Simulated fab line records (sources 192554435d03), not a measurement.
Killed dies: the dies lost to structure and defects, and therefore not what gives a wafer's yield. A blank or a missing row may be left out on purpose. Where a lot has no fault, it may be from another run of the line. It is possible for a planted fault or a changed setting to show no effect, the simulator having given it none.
fab line records	flow n5Finfet
[record] lots = 9	wafers = 27	lastDay = 21
route steps=1938 shown BEOL_M1@768 BEOL_M4@1111
lots that met no fault: taken from a fault-free run of the same line
startH: start of the lot's first displayed wafer, in hours after the record's first day	waitH: hours from the lot's prior step to this one	" unchanged from the row above	L1.1+2: one row covering several wafers at once	- no value, or no start was given	* or withheld: withheld	< > ~ a bound
route shown NAME@n: a module of which the file shows steps, and the number in the route of the first	usual: mean/standard deviation of fault-free wafers	same: alike in all rows	chamber/n: place in a boat	sites: each site's reading	_std_site: the values' standard deviation	_edge_site: mean of outer sites minus mean of inner sites	radiusMm: for every site, how far away it sits from the centre of the wafer	mask NAME#n: copy n	behind: the most recent tool/chamber to have shaped the wafer	hold: why the lot went on hold/how many hours it stayed there/how the hold came to an end	device: whichever transistor did not switch (one of n, p or np)	end of line: the route-end tests of the same wafers	for a step that has no rows: nothing shown but its recipe	killed: count of dies lost to structure and defects at first sort (not the wafer's yield)	map: the dies of a wafer, with x for killed, . for not killed, _ for no die there
set.NAME: the setting as run; set.NAME@STEP: as run at that earlier step	model.NAME: the simulator's own value behind a step, which no gauge read
route steps across a sampled set of lots; one table per step, one row per wafer
services: from which hour (startH, from the record's first day; less than 0 if before it) a tool's chamber was out of use, for how many hours, and why
[[steps]]
[step N5_BEOL_M1_ETCH_74]
[recipe] chemistry = N2/H2	target = underlayer	targetDepthA = 65	maskMaterial = CAR-EUV	timeS = 5.2	ionEnergyEv = 200	pressureMtorr = 30	sourceW = 840	biasW = 150	n2FlowSccm = 200	h2FlowSccm = 200	ends = cleared
[usual] drypumpMotorCurrentA = 5.6/0.37	etchRfOnTimeS = 5.17/0.15	oesProductAu = 0.67/0.074	rfVppV = 523/3.1	showerheadPlenumPTorr = 2.52/0.1	throttleValvePct = 17.8/0.33
lot.wafer	tool	chamber	startH	waitH	drypumpMotorCurrentA	etchRfOnTimeS	oesProductAu	rfHoursCounterH	rfVppV	showerheadPlenumPTorr	throttleValvePct
L959.1	rieDiel-06	3	155.31	0.0	5.4	5.28	0.58	245	521	2.41	18.5
L959.4	"	2	"	"	5.8	5.27	0.64	-	528	2.65	17.4
L959.5	"	1	"	"	5.6	5.18	0.67	-	520	2.42	18.0
L962.1	rieDiel-02	3	159.48	0.0	5.4	5.14	0.74	26	530	2.70	17.5
L962.4	"	1	"	"	4.8	5.00	0.68	144	525	2.54	18.1
L962.6	"	2	"	"	5.8	5.41	0.60	-	522	2.44	18.2
L967.1	rieDiel-03	0	180.09	0.0	5.2	5.19	0.58	243	522	2.49	18.1
L967.2	"	3	"	"	6.5	5.39	0.64	129	524	2.54	17.6
L967.5	"	2	"	"	6.0	5.12	0.61	-	519	2.42	17.6
L968.1	rieDiel-02	2	190.16	0.0	5.9	5.46	0.58	189	521	2.44	18.2
L968.3	"	0	"	"	5.8	4.94	0.71	71	524	2.45	17.7
L968.5	"	0	"	"	5.8	4.96	0.72	-	521	2.45	17.6
L970.3	rieDiel-02	2	196.88	0.0	5.8	5.46	0.59	191	520	2.44	18.2
L970.5	"	0	"	"	5.8	4.93	0.73	-	522	2.45	17.7
L970.6	"	1	"	"	4.9	5.02	0.66	-	522	2.53	18.1
L971.1	rieDiel-02	2	202.89	0.0	5.9	5.50	0.58	192	522	2.44	18.2
L971.2	"	1	"	"	4.8	5.08	0.66	161	523	2.53	18.1
L971.6	"	3	"	"	5.4	5.15	0.74	-	528	2.69	17.5
L972.1	rieDiel-06	3	207.15	0.0	5.4	5.24	0.84	1	527	2.73	18.1
L972.5	"	1	"	"	5.7	5.18	0.66	-	521	2.41	18.1
L972.6	"	2	"	"	5.8	5.20	0.61	-	526	2.64	17.5
L978.1	rieDiel-03	3	244.31	0.0	6.5	5.36	0.63	153	525	2.53	17.7
L978.3	"	0	"	"	5.2	5.01	0.78	10	522	2.49	17.7
L978.4	"	2	"	"	6.0	5.15	0.60	211	521	2.41	17.6
L981.2	rieDiel-06	0	265.95	0.0	5.7	5.13	0.79	32	522	2.48	17.3
L981.3	"	1	"	"	5.6	5.12	0.65	162	521	2.41	18.1
L981.6	"	0	"	"	5.7	5.07	0.78	-	522	2.48	17.3
[step N5_BEOL_M1_STRIP_19]
[recipe] chemistry = O2	powerW = 400	tempC = 40	pressureMtorr = 30	rfFrequencyHz = 6e+07	biasPowerW = 0	overashFraction = 0.2	o2FlowSccm = 225
[usual] drypumpMotorCurrentA = 5.6/0.37	o2FlowSccm = 225.0/0.71	oesProductAu = 0.78/0.09	rfVppV = 3.7/0.43	showerheadPlenumPTorr = 2.09/0.084	tempC = 39.98/0.12	throttleValvePct = 16.7/0.31
lot.wafer	tool	chamber	startH	waitH	drypumpMotorCurrentA	o2FlowSccm	oesProductAu	rfHoursCounterH	rfVppV	showerheadPlenumPTorr	tempC	throttleValvePct
L959.1	rieDiel-02	0	155.66	0.1	5.8	224.5	0.86	59	4.2	2.03	39.83	16.6
L959.4	"	1	"	"	4.8	224.7	0.78	144	2.9	2.13	39.96	17.0
L959.5	"	0	"	"	5.8	223.5	0.85	-	3.0	2.03	39.91	16.5
L962.1	rieDiel-03	2	159.96	0.2	6.0	225.0	0.73	180	3.6	2.00	39.95	16.4
L962.4	"	0	"	"	5.2	224.6	0.68	236	3.3	2.05	40.11	17.0
L962.6	"	1	"	"	5.9	224.3	0.72	-	3.2	2.16	40.10	16.6
L967.1	rieDiel-03	0	180.41	0.1	5.2	224.7	0.67	243	3.4	2.05	40.11	17.0
L967.2	"	2	"	"	6.0	225.0	0.72	187	3.0	1.99	39.93	16.4
L967.5	"	1	"	"	5.9	224.4	0.73	-	3.9	2.15	40.10	16.7
L968.1	rieDiel-03	1	190.59	0.2	5.9	224.8	0.72	217	3.6	2.15	39.97	16.6
L968.3	"	0	"	"	5.2	225.5	0.67	247	4.1	2.05	39.83	17.0
L968.5	"	1	"	"	5.9	224.4	0.71	-	4.0	2.15	39.97	16.7
L970.3	rieDiel-02	3	197.20	0.1	5.4	225.7	0.85	41	4.7	2.24	40.10	16.4
L970.5	"	0	"	"	5.8	225.4	0.83	-	3.7	2.02	39.70	16.6
L970.6	"	1	"	"	4.9	224.9	0.77	-	3.1	2.12	40.17	17.0
L971.1	rieDiel-02	0	203.22	0.1	5.8	225.1	0.84	77	3.7	2.02	39.84	16.6
L971.2	"	3	"	"	5.4	223.8	0.86	43	3.5	2.24	40.03	16.4
L971.6	"	3	"	"	5.4	224.1	0.85	-	3.5	2.24	39.99	16.4
L972.1	rieDiel-02	3	207.51	0.1	5.4	224.6	0.84	44	4.3	2.24	39.77	16.4
L972.5	"	1	"	"	4.8	224.6	0.76	-	4.0	2.12	40.02	17.0
L972.6	"	2	"	"	5.9	224.8	0.69	-	3.6	1.99	40.04	17.0
L978.1	rieDiel-03	1	244.71	0.1	5.9	224.1	0.70	237	4.2	2.15	40.05	16.7
L978.3	"	3	"	"	6.5	224.8	0.73	153	4.5	2.11	40.09	16.7
L978.4	"	0	"	"	5.2	224.1	0.92	10	3.9	2.04	39.87	16.5
L981.2	rieDiel-03	2	266.27	0.1	6.0	225.0	0.69	217	3.5	1.98	39.97	16.4
L981.3	"	1	"	"	5.9	225.2	0.69	243	2.6	2.14	39.93	16.7
L981.6	"	2	"	"	6.0	225.8	0.69	-	4.0	1.98	40.03	16.4
[step N5_BEOL_M1_ALD_98]
[recipe] material = SiO2	targetThkA = 25	tempC = 100	aldPrecursorFamily = BDEAS	aldCoReactant = O2-plasma	pulseTimeS = 1	coReactantPulseTimeS = 1	purgeTimeS = 2	coReactantPurgeTimeS = 2	aldCycles = 17	pressureTorr = 2
[usual] aldCycles = 17/0	heaterPowerW = 80/8.4	precursorPulseHeightRel = 0.997/0.021
lot.wafer	tool	chamber	startH	waitH	aldCycles	heaterPowerW	precursorPulseHeightRel
L959.1	aldSin-02	1	156.31	0.1	17	83	1.009
L959.4	"	2	"	"	17	78	0.980
L959.5	"	1	"	"	17	80	1.003
L962.1	aldSin-02	1	161.09	0.1	17	82	1.005
L962.4	"	3	"	"	17	68	0.968
L962.6	"	2	"	"	17	76	0.986
L967.1	aldSin-02	3	181.18	0.1	17	67	0.991
L967.2	"	2	"	"	17	78	1.020
L967.5	"	0	"	"	17	82	0.985
L968.1	aldSin-01	3	191.36	0.1	17	82	1.024
L968.3	"	2	"	"	17	100	0.989
L968.5	"	2	"	"	17	98	1.015
L970.3	aldSin-02	2	198.14	0.1	18	80	1.009
L970.5	"	2	"	"	18	78	1.007
L970.6	"	1	"	"	18	81	0.968
L971.1	aldSin-02	2	203.87	0.1	18	78	0.975
L971.2	"	1	"	"	18	81	0.991
L971.6	"	2	"	"	18	80	0.971
L972.1	aldSin-02	1	208.34	0.1	18	82	0.999
L972.5	"	1	"	"	18	80	1.017
L972.6	"	0	"	"	18	78	0.958
L978.1	aldSin-04	2	245.51	0.2	17	89	0.967
L978.3	"	3	"	"	17	76	1.012
L978.4	"	1	"	"	17	79	0.994
L981.2	aldSin-01	3	267.04	0.1	17	83	1.013
L981.3	"	0	"	"	17	87	0.990
L981.6	"	3	"	"	17	83	0.961
[step N5_BEOL_M1_ETCH_70]
[recipe] chemistry = N2/H2	target = SOC	targetDepthA = 800	overetchA = 160	maskMaterial = SiARC	tempC = 40	timeS = 120	ionEnergyEv = 200	pressureMtorr = 30	sourceW = 840	biasW = 150	n2FlowSccm = 200	h2FlowSccm = 200
[usual] drypumpMotorCurrentA = 5.7/0.42	oesProductAu = 0.60/0.062	rfVppV = 523.6/2.8	showerheadPlenumPTorr = 2.53/0.1	tempC = 40.01/0.11	throttleValvePct = 17.8/0.3
lot.wafer	tool	chamber	startH	waitH	drypumpMotorCurrentA	oesProductAu	rfHoursCounterH	rfVppV	showerheadPlenumPTorr	tempC	throttleValvePct
L962.1	rieDiel-03	1	165.17	0.0	5.9	0.55	208	524.1	2.62	40.01	17.8
L962.4	"	2	"	"	6.0	0.56	182	521.6	2.43	40.09	17.6
L962.6	"	2	"	"	6.0	0.55	-	520.1	2.43	39.97	17.6
L959.1	rieDiel-06	2	165.27	0.0	5.8	0.57	161	527.6	2.64	39.98	17.4
L959.4	"	2	"	"	5.8	0.57	-	525.6	2.64	40.03	17.4
L959.5	"	1	"	"	5.7	0.61	-	523.4	2.42	39.93	18.0
L967.1	rieDiel-03	3	182.22	0.0	6.5	0.59	129	524.5	2.54	39.90	17.6
L967.2	"	2	"	"	6.0	0.55	187	521.6	2.42	40.21	17.6
L967.5	"	3	"	"	6.5	0.59	-	522.9	2.54	39.87	17.6
L968.1	rieDiel-03	3	197.68	0.0	6.5	0.58	135	524.7	2.54	40.09	17.6
L968.3	"	1	"	"	5.9	0.55	220	526.7	2.62	40.13	17.8
L968.5	"	3	"	"	6.4	0.58	-	524.6	2.54	39.96	17.6
L970.3	rieDiel-02	2	206.34	0.0	5.9	0.54	193	522.6	2.44	39.95	18.2
L970.5	"	0	"	"	5.8	0.63	-	522.4	2.45	40.01	17.6
L970.6	"	1	"	"	4.8	0.58	-	523.6	2.53	39.89	18.1
L971.1	rieDiel-06	3	211.20	0.0	5.4	0.75	3	528.6	2.73	39.98	18.1
L971.2	"	0	"	"	5.7	0.72	16	522.7	2.48	40.08	17.2
L971.6	"	3	"	"	5.3	0.76	-	529.4	2.73	39.87	18.1
L972.1	rieDiel-02	3	222.54	0.0	5.4	0.65	49	527.9	2.69	40.04	17.5
L972.5	"	1	"	"	4.8	0.57	-	523.4	2.53	40.10	18.1
L972.6	"	0	"	"	5.8	0.62	-	522.9	2.44	39.90	17.7
L978.1	rieDiel-03	0	252.48	0.0	5.2	0.69	13	522.0	2.48	40.20	17.6
L978.3	"	1	"	"	5.9	0.54	239	526.1	2.61	40.03	17.8
L978.4	"	3	"	"	6.5	0.57	156	522.9	2.53	40.02	17.7
L981.2	rieDiel-02	3	268.57	0.0	5.4	0.63	65	527.6	2.68	39.93	17.5
L981.3	"	0	"	"	5.8	0.61	99	521.9	2.44	40.04	17.7
L981.6	"	3	"	"	5.4	0.62	-	524.3	2.68	39.91	17.5
[step N5_BEOL_M4_RC_MEAS_101]
[usual] DIBL_N = 37.7/2	DIBL_P = 37.7/2.3	IOFF_N = 0.18/0.039	IOFF_P = 0.23/0.042	ION_N = 681/12	ION_P = 463/8	SS_N = 71.9/0.68	SS_P = 73.6/0.71	VT_N = 248/3.2	VT_P = -249/3.1
lot.wafer	tool	chamber	startH	waitH	DIBL_N[mV/V]	DIBL_P[mV/V]	IOFF_N[nA/um]	IOFF_P[nA/um]	ION_N[uA/um]	ION_P[uA/um]	SS_N[mV/dec]	SS_P[mV/dec]	VT_N[mV]	VT_P[mV]
L959.1	prober-01	0	273.92	0.0	36.0	33.5	0.15	0.17	683	459	71.5	73.2	248	-252
L959.4	"	0	"	"	41.0	39.8	0.31	0.28	702	465	72.3	74.6	239	-246
L959.5	"	0	"	"	37.1	35.3	0.17	0.20	672	459	71.9	73.7	247	-250
L962.1	prober-01	0	278.27	0.0	36.2	35.5	0.13	0.16	658	441	72.6	73.6	254	-256
L962.4	"	0	"	"	37.5	38.0	0.16	0.20	679	457	72.2	72.6	251	-254
L962.6	"	0	"	"	41.2	40.8	0.24	0.24	677	452	72.4	74.0	245	-250
L967.1	prober-01	0	309.95	0.0	37.6	36.9	0.16	0.23	664	460	72.0	74.0	250	-249
L967.2	"	0	"	"	40.3	38.5	0.23	0.25	682	461	72.7	74.1	247	-245
L967.5	"	0	"	"	38.8	38.6	0.18	0.24	670	455	71.5	73.5	251	-250
L968.1	prober-02	0	323.10	0.0	34.1	34.6	0.14	0.18	668	453	70.5	72.2	250	-252
L968.3	"	0	"	"	36.3	37.9	0.19	0.24	697	472	72.3	73.2	247	-248
L968.5	"	0	"	"	34.2	35.2	0.16	0.19	689	470	71.6	73.5	247	-249
L970.3	prober-02	0	327.06	0.3	40.5	39.8	0.25	0.26	689	464	72.8	74.4	242	-247
L970.5	"	0	"	"	34.8	32.8	0.13	0.16	669	452	70.7	72.4	250	-253
L970.6	"	0	"	"	39.7	38.2	0.21	0.23	681	462	72.7	73.4	246	-252
L972.1	prober-01	0	349.73	0.0	37.2	37.6	0.19	0.24	686	466	71.4	74.4	245	-249
L972.5	"	0	"	"	35.0	35.0	0.15	0.20	691	476	70.9	72.8	248	-250
L972.6	"	0	"	"	41.1	41.9	0.26	0.31	679	465	72.4	74.6	243	-243
L971.1	prober-01	0	353.43	0.0	34.6	35.0	0.14	0.19	668	461	70.6	73.0	249	-250
L971.2	"	0	"	"	36.4	37.2	0.16	0.22	673	461	71.1	73.6	251	-251
L971.6	"	0	"	"	39.1	40.1	0.21	0.27	685	458	72.7	73.4	247	-248
L978.1	prober-01	0	385.68	0.0	38.0	40.6	0.18	0.23	686	471	72.0	73.7	247	-252
L978.3	"	0	"	"	33.6	34.2	0.11	0.14	645	444	71.2	71.8	256	-253
L978.4	"	0	"	"	35.8	36.5	0.15	0.17	675	454	71.7	73.3	251	-256
L981.2	prober-02	0	402.43	0.2	36.5	36.5	0.16	0.26	662	460	71.5	73.6	250	-245
L981.3	"	0	"	"	33.3	31.9	0.12	0.17	680	463	70.8	73.0	248	-251
L981.6	"	0	"	"	36.9	37.3	0.19	0.26	686	475	72.2	74.0	248	-246
[[services]]
tool	chamber	startH	hours	kind
rieDiel-06	0	152.53	-	clean
rieDiel-06	0	152.53	-	consumableReplace:focusRing
rieDiel-06	0	152.53	21.1	scheduledDown
rieDiel-06	0	152.53	21.1	ventCycle
aldSin-02	3	153.43	5.9	repair
aldSin-04	-	171.41	6.1	pm
rieDiel-06	3	179.10	4.1	repair
rieDiel-06	3	183.24	-	clean
rieDiel-06	3	183.24	-	consumableReplace:focusRing
rieDiel-06	3	183.24	-	consumableReplace:showerhead
rieDiel-06	3	183.24	21.2	scheduledDown
rieDiel-06	3	183.24	21.2	ventCycle
aldSin-02	3	198.27	6.7	repair
rieDiel-03	0	200.42	-	clean
rieDiel-03	0	200.42	-	consumableReplace:focusRing
rieDiel-03	0	200.42	14.1	scheduledDown
rieDiel-03	0	200.42	14.1	ventCycle
aldSin-02	-	241.88	6.1	pm
rieDiel-02	2	261.12	1.7	repair
rieDiel-03	3	264.21	16.9	repair
rieDiel-03	0	266.87	9.2	repair
aldSin-04	-	268.33	14.0	pm
aldSin-04	0	268.33	14.0	ventCycle
aldSin-04	1	268.33	14.0	ventCycle
[[key]]
[firstSign] step = N5_BEOL_M1_ALD_98	reading = aldCycles	direction = up	sigmas = 99+	usual = *	struck = *
effect none on later readings
metAt N5_BEOL_M1_ALD_98
struckLots L970,L971,L972
[baselineLoss] step = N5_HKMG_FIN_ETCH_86	wafers = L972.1
notActingAt N5_BEOL_M1_ETCH_74,N5_BEOL_M1_STRIP_19,N5_BEOL_M1_ETCH_70
onsetBetween 181.18 198.14
[fault] kind = processParameterDrift	tool = aldSin-02	chamber = -	onsetH = 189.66	steps = N5_BEOL_M1_ALD_98	channel = aldCycles	offset = *	shape = step	endH = 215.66	actsIn = *	stated = *
// baselineLoss: these wafers lose ten dies or more at that step, a loss of the line's own and not of a fault; the sort's usual values leave them out
